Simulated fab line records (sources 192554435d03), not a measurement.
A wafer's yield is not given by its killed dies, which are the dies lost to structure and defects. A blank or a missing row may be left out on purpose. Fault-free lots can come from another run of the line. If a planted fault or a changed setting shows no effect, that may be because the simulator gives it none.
Problem report in the 8D (eight disciplines) form, filled by code | flow n5-finfet | the parts of the form that need people (team, actions taken, sign-off) are left out

## 1. WHAT IS WRONG
Wafers free of any fault read 0.100 nA/um (standard deviation 0.014) for IOFF_P_LIN at N5_BEOL_M4_RC_MEAS_101, against a mean of 0.809 nA/um on 6 wafers of 2 lots. That is +51 standard deviations from the usual mean.
First observed at day 9 15:37: wafer L240.2, on prober-02. At this step, 27 wafers from 9 lots have a number in the record. By rule, "out" or "out of limits" means more than 4 standard deviations away from the usual mean. All remaining wafers that have a number are taken as sound.

## 2. WHAT IT IS AND WHAT IT IS NOT
question                    | is                                                                                                                                                                    | is not
which readings at this step | IOFF_P_LIN, IGATE_P, IOFF_N, IOFF_N_85C, IOFF_N_LIN, IOFF_N_LONG, IOFF_P, IOFF_P_85C, IOFF_P_LONG, ION_N, ION_P, VT_N, VT_N_LONG, VT_N_LVT, VT_P, VT_P_LONG, VT_P_LVT | DIBL_N, DIBL_P, SS_N, SS_P
which lots                  | L240, L242                                                                                                                                                            | L234, L235, L236, L252, L253, L255, L257
which wafers of those lots  | all that have a number                                                                                                                                                | -
read on which gauges        | prober-02                                                                                                                                                             | prober-01
when                        | from day 9 15:37                                                                                                                                                      | up to then (9 sound wafers); but 12 sound wafers of L252, L253, L255, L257 came after

## 3. WHAT RULES OUT EACH SUSPECT
Counting: any tool at a process step up to the reading is kept as a suspect provided that every lot that is out went through it and no sound lot did after the first of them.
- the gauge at N5_BEOL_M4_RC_MEAS_101 has been ruled out. All the wafers that are out were read on prober-02, but those of them that N5_HKMG_FIN_CVD_62 has rows for are out there too, on other tools.
- thermal-cvd-si-02 at N5_HKMG_FIN_CVD_62 (deposits a-Si from Si2H6, target thk 3 nm, time 20.8 s): ruled out as a lasting fault. After its first lot that is out, L240 (day 5 18:19), sound lots L253, L255, L257 ran on it.
Left after counting: nothing in the record.

## 4. THE CAUSE (what the simulator had put in)
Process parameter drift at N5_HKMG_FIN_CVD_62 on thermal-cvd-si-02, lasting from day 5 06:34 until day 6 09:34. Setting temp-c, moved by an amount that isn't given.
It was ruled out by counting, in error; the rule expects a fault to strike all lots run on its tool from its start on, and this fault did not.

## 5. SEQUENCE OF EFFECTS, ordered by route
One row per reading whose mean, taken over the struck wafers that have a number, lies over 3 standard deviations from the usual. Only readings whose record carries a usual standard deviation are examined. hours: median over the lots of the time between each lot's start at the first step of this table that gives one and its start at this step. sigmas: the change, counted in usual standard deviations.
hours | step                    | reading          | usual          | on struck wafers | change    | sigmas
0     | N5_HKMG_FIN_CVD_62      | susceptor-temp-C | 500.00 C       | 514.34           | +14.34    | +53
90    | N5_BEOL_M4_RC_MEAS_101  | EOT_P            | 10.48          | 10.84            | +0.36     | +4.1
90    | N5_BEOL_M4_RC_MEAS_101  | IGATE_P          | 0.0038 nA/um   | 0.0008           | -0.0030   | -6.1
90    | N5_BEOL_M4_RC_MEAS_101  | IOFF_N           | 0.153 nA/um    | 0.002            | -0.151    | -5.8
90    | N5_BEOL_M4_RC_MEAS_101  | IOFF_N_85C       | 3.0 nA/um      | 0.1              | -3.0      | -6.7
90    | N5_BEOL_M4_RC_MEAS_101  | IOFF_N_LIN       | 0.072 nA/um    | 0.001            | -0.071    | -6.5
90    | N5_BEOL_M4_RC_MEAS_101  | IOFF_N_LONG      | 5.5e-05 nA/um  | 2.3e-05          | -3.2e-05  | -11
90    | N5_BEOL_M4_RC_MEAS_101  | IOFF_P           | 0.21 nA/um     | 1.70             | +1.49     | +40
90    | N5_BEOL_M4_RC_MEAS_101  | IOFF_P_85C       | 3.6 nA/um      | 20.9             | +17.3     | +32
90    | N5_BEOL_M4_RC_MEAS_101  | IOFF_P_LIN       | 0.100 nA/um    | 0.809            | +0.709    | +51
90    | N5_BEOL_M4_RC_MEAS_101  | IOFF_P_LONG      | 0.000108 nA/um | 0.000406         | +0.000298 | +31
90    | N5_BEOL_M4_RC_MEAS_101  | ION_N            | 673 uA/um      | 387              | -286      | -26
90    | N5_BEOL_M4_RC_MEAS_101  | ION_P            | 462 uA/um      | 538              | +76       | +10
90    | N5_BEOL_M4_RC_MEAS_101  | VT_N             | 250 mV         | 384              | +134      | +42
90    | N5_BEOL_M4_RC_MEAS_101  | VT_N_LONG        | 274.6 mV       | 405.8            | +131.2    | +60
90    | N5_BEOL_M4_RC_MEAS_101  | VT_N_LVT         | 99 mV          | 232              | +132      | +40
90    | N5_BEOL_M4_RC_MEAS_101  | VT_P             | -250 mV        | -193             | +57       | +15
90    | N5_BEOL_M4_RC_MEAS_101  | VT_P_LONG        | -275 mV        | -232             | +43       | +14
90    | N5_BEOL_M4_RC_MEAS_101  | VT_P_LVT         | -99 mV         | -42              | +57       | +18
198   | N5_PASSIVATION_PROBE_49 | sort_bin_8_speed | 0.00 %         | 0.06             | +0.06     | +3.9
198   | N5_PASSIVATION_PROBE_49 | sort-n-pass      | 1077           | 0                | -1077     | -63
198   | N5_PASSIVATION_PROBE_49 | sort-yield-pct   | 91.3 %         | 0.0              | -91.3     | -61
Its process steps:
- N5_HKMG_FIN_CVD_62: deposits a-Si from Si2H6, target thk 3 nm, time 20.8 s.
- N5_PASSIVATION_PROBE_49

## 6. HOW IT WOULD HAVE BEEN CAUGHT EARLIER
The first out-of-limits reading at a measuring or inspecting step in this record came at day 9 15:37, 105 hours after the fault's start at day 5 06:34.
The tool's own readings at N5_HKMG_FIN_CVD_62 were out on every struck wafer that the step has a row for (susceptor-temp-C): an alarm limit on them would have fired on the first of those.
